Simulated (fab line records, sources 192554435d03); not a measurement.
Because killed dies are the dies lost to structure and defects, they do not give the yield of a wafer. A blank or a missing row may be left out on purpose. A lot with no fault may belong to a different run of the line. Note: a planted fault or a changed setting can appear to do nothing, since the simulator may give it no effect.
Split-lot study || flow n5-finfet || on a route of 1938 steps: 7 lots, 21 wafers read

## ON THE SPLIT
At N5_SD_EPI_N_COAT_33 (time 60 s, resist thk 35 nm), the setting spin-rpm was moved away from the recipe's 1500 rpm on 7 of the 21 wafers read, by -10.4% to +7.4%. For the rest of the wafers, this setting stayed at what the recipe calls for.

The reading is taken at the split's own step.

## THE READING
SiARC_of_SD_EPI_N_COAT_33.thk-nm (the simulator's own value, which no gauge read), in nm, at N5_SD_EPI_N_COAT_33 (time 60 s, resist thk 35 nm). No usual value for it is given in the file. The 14 wafers here that ran the recipe average 35.0 nm, standard deviation 0.12 nm.

{"wafer": "L076.1", "tool, chamber at the split": "litho-track-01, 0", "spin-rpm as run, rpm": 1500, "against the recipe": "recipe", "SiARC_of_SD_EPI_N_COAT_33.thk-nm, nm": 35, "against lot-mates on the recipe": "-"}
{"wafer": "L076.4", "tool, chamber at the split": "litho-track-01, 0", "spin-rpm as run, rpm": 1500, "against the recipe": "recipe", "SiARC_of_SD_EPI_N_COAT_33.thk-nm, nm": 35.2, "against lot-mates on the recipe": "-"}
{"wafer": "L076.5", "tool, chamber at the split": "litho-track-01, 0", "spin-rpm as run, rpm": 1500, "against the recipe": "recipe", "SiARC_of_SD_EPI_N_COAT_33.thk-nm, nm": 35.2, "against lot-mates on the recipe": "-"}
{"wafer": "L079.3", "tool, chamber at the split": "litho-track-03, 0", "spin-rpm as run, rpm": 1500, "against the recipe": "recipe", "SiARC_of_SD_EPI_N_COAT_33.thk-nm, nm": 35, "against lot-mates on the recipe": "-"}
{"wafer": "L079.4", "tool, chamber at the split": "litho-track-03, 0", "spin-rpm as run, rpm": 1500, "against the recipe": "recipe", "SiARC_of_SD_EPI_N_COAT_33.thk-nm, nm": 35, "against lot-mates on the recipe": "-"}
{"wafer": "L079.6", "tool, chamber at the split": "litho-track-03, 0", "spin-rpm as run, rpm": 1571, "against the recipe": "+4.7%", "SiARC_of_SD_EPI_N_COAT_33.thk-nm, nm": 34.2, "against lot-mates on the recipe": -0.8}
{"wafer": "L080.4", "tool, chamber at the split": "litho-track-01, 0", "spin-rpm as run, rpm": 1500, "against the recipe": "recipe", "SiARC_of_SD_EPI_N_COAT_33.thk-nm, nm": 34.8, "against lot-mates on the recipe": "-"}
{"wafer": "L080.6", "tool, chamber at the split": "litho-track-01, 0", "spin-rpm as run, rpm": 1500, "against the recipe": "recipe", "SiARC_of_SD_EPI_N_COAT_33.thk-nm, nm": 34.8, "against lot-mates on the recipe": "-"}
{"wafer": "L080.5", "tool, chamber at the split": "litho-track-01, 0", "spin-rpm as run, rpm": 1500, "against the recipe": "recipe", "SiARC_of_SD_EPI_N_COAT_33.thk-nm, nm": 35, "against lot-mates on the recipe": "-"}
{"wafer": "L084.1", "tool, chamber at the split": "litho-track-03, 0", "spin-rpm as run, rpm": 1500, "against the recipe": "recipe", "SiARC_of_SD_EPI_N_COAT_33.thk-nm, nm": 35, "against lot-mates on the recipe": "-"}
{"wafer": "L084.5", "tool, chamber at the split": "litho-track-03, 0", "spin-rpm as run, rpm": 1500, "against the recipe": "recipe", "SiARC_of_SD_EPI_N_COAT_33.thk-nm, nm": 35, "against lot-mates on the recipe": "-"}
{"wafer": "L084.4", "tool, chamber at the split": "litho-track-03, 0", "spin-rpm as run, rpm": 1611, "against the recipe": "+7.4%", "SiARC_of_SD_EPI_N_COAT_33.thk-nm, nm": 33.8, "against lot-mates on the recipe": -1.2}
{"wafer": "L090.1", "tool, chamber at the split": "litho-track-05, 0", "spin-rpm as run, rpm": 1547, "against the recipe": "+3.1%", "SiARC_of_SD_EPI_N_COAT_33.thk-nm, nm": 34.6, "against lot-mates on the recipe": -0.4}
{"wafer": "L090.2", "tool, chamber at the split": "litho-track-05, 0", "spin-rpm as run, rpm": 1547, "against the recipe": "+3.1%", "SiARC_of_SD_EPI_N_COAT_33.thk-nm, nm": 34.6, "against lot-mates on the recipe": -0.4}
{"wafer": "L090.4", "tool, chamber at the split": "litho-track-05, 0", "spin-rpm as run, rpm": 1500, "against the recipe": "recipe", "SiARC_of_SD_EPI_N_COAT_33.thk-nm, nm": 35, "against lot-mates on the recipe": "-"}
{"wafer": "L095.1", "tool, chamber at the split": "litho-track-05, 0", "spin-rpm as run, rpm": 1500, "against the recipe": "recipe", "SiARC_of_SD_EPI_N_COAT_33.thk-nm, nm": 35.2, "against lot-mates on the recipe": "-"}
{"wafer": "L095.2", "tool, chamber at the split": "litho-track-05, 0", "spin-rpm as run, rpm": 1404, "against the recipe": "-6.4%", "SiARC_of_SD_EPI_N_COAT_33.thk-nm, nm": 36.4, "against lot-mates on the recipe": "+1.2"}
{"wafer": "L095.4", "tool, chamber at the split": "litho-track-05, 0", "spin-rpm as run, rpm": 1404, "against the recipe": "-6.4%", "SiARC_of_SD_EPI_N_COAT_33.thk-nm, nm": 36.4, "against lot-mates on the recipe": "+1.2"}
{"wafer": "L097.1", "tool, chamber at the split": "litho-track-03, 0", "spin-rpm as run, rpm": 1500, "against the recipe": "recipe", "SiARC_of_SD_EPI_N_COAT_33.thk-nm, nm": 35, "against lot-mates on the recipe": "-"}
{"wafer": "L097.5", "tool, chamber at the split": "litho-track-03, 0", "spin-rpm as run, rpm": 1500, "against the recipe": "recipe", "SiARC_of_SD_EPI_N_COAT_33.thk-nm, nm": 35, "against lot-mates on the recipe": "-"}
{"wafer": "L097.6", "tool, chamber at the split": "litho-track-03, 0", "spin-rpm as run, rpm": 1344, "against the recipe": "-10.4%", "SiARC_of_SD_EPI_N_COAT_33.thk-nm, nm": 36.8, "against lot-mates on the recipe": "+1.8"}

THE FIT
A straight line over all 21 wafers: SiARC_of_SD_EPI_N_COAT_33.thk-nm changes by -0.18 nm for each +1% of spin-rpm; r = -0.98; the points scatter about the line by 0.13 nm.
The same after taking each lot's own level away (the mean of its wafers on the recipe; 21 wafers): -0.171 nm for each +1%; r = -0.99; scatter 0.073 nm.
According to that fit, moving spin-rpm by its largest amount changes the reading by 1.8 nm.
Across the lots, their own levels run from 34.87 to 35.20 nm, a range of 2.8 times the standard deviation given above.
Consequently the slope shifts little with the lot-to-lot level, the two slopes agreeing.
Check: with one of the wafers moved furthest among these (-10.4%) left out of the fit, the line predicts +1.81 nm for it against its lot-mates. It came out at +1.8 nm against them.

## THE OTHER SPLITS THESE WAFERS WENT THROUGH
Other splits were also applied to these wafers ahead of the reading. Each is held against what the fit with the lots' levels taken away leaves over:
{"other split on the same wafers": "N5_WELL_APT_COAT_02 spin-rpm", "wafers away from the commonest value": 10, "r with SiARC_of_SD_EPI_N_COAT_33.thk-nm (lot level and that fit taken away)": "+0.14"}
{"other split on the same wafers": "N5_WELL_APT_EXPOSE_05 dose-mj", "wafers away from the commonest value": 6, "r with SiARC_of_SD_EPI_N_COAT_33.thk-nm (lot level and that fit taken away)": "+0.18"}
{"other split on the same wafers": "N5_WELL_APT_COAT_19 spin-rpm", "wafers away from the commonest value": 6, "r with SiARC_of_SD_EPI_N_COAT_33.thk-nm (lot level and that fit taken away)": "+0.08"}
{"other split on the same wafers": "N5_FIN_SAQP_EXPOSE_13 dose-mj", "wafers away from the commonest value": 7, "r with SiARC_of_SD_EPI_N_COAT_33.thk-nm (lot level and that fit taken away)": -0.11}
{"other split on the same wafers": "N5_FIN_SAQP_DEVELOP_15 develop-time-s", "wafers away from the commonest value": 7, "r with SiARC_of_SD_EPI_N_COAT_33.thk-nm (lot level and that fit taken away)": -0.29}
{"other split on the same wafers": "N5_FIN_CUT_EXPOSE_05 dose-mj", "wafers away from the commonest value": 7, "r with SiARC_of_SD_EPI_N_COAT_33.thk-nm (lot level and that fit taken away)": -0.15}

## FILE'S OWN FIT
SiARC_of_SD_EPI_N_COAT_33.thk-nm changes by -0.171 nm for each +1% of spin-rpm, r = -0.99.
